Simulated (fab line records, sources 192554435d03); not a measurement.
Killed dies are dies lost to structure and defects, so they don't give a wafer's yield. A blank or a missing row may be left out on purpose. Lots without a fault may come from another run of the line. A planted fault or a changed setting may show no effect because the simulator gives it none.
Chamber matching | flow n5_finfet | N5_BEOL_M3_ETCH_64 on rie_diel-02: 4 sister chambers
The step etches SOC in N2/H2, target depth 75 nm, overetch 15 nm, time 112.5 s. 4 wafers are shown with their chamber, then 7 later ones without.

WAFERS WITH THEIR CHAMBER
wafer  | chamber | showerhead_plenum_p_Torr (Torr)
L075.4 | 2       | 2.66
L080.2 | 0       | 2.58
L091.1 | 1       | 2.58
L091.2 | 3       | 2.71

WAFERS WITHOUT THEIR CHAMBER
wafer  | showerhead_plenum_p_Torr (Torr)
L091.4 | 2.57
L093.2 | 2.71
L093.4 | 2.64
L093.6 | 2.57
L094.4 | 2.64
L094.5 | 2.64
L094.6 | 2.71

WHICH CHAMBER EACH WENT THROUGH
wafer  | from the rows above     | in truth
L091.4 | can't be placed: 0 or 1 | 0
L093.2 | 3                       | 3
L093.4 | 2                       | 2
L093.6 | can't be placed: 0 or 1 | 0
L094.4 | 2                       | 2
L094.5 | 2                       | 2
L094.6 | 3                       | 3
Placed correctly: 5 of 7. Can't be placed from these rows: 2 (the true chamber is among the candidates in 2). Placed wrongly: 0.
How it was worked out, from the rows above alone: a wafer's distance from a chamber is the root of the sum, over the readings, of the square of ((its reading less the chamber's mean) divided by the reading's scatter). The wafer belongs to the nearest chamber; if the next one is less than 2 further off, it can't be placed. A chamber's mean is the mean of its shown wafers. The scatter: with one shown wafer a chamber, the root of the mean of the squares of how far each hidden wafer lies from its nearest shown one.
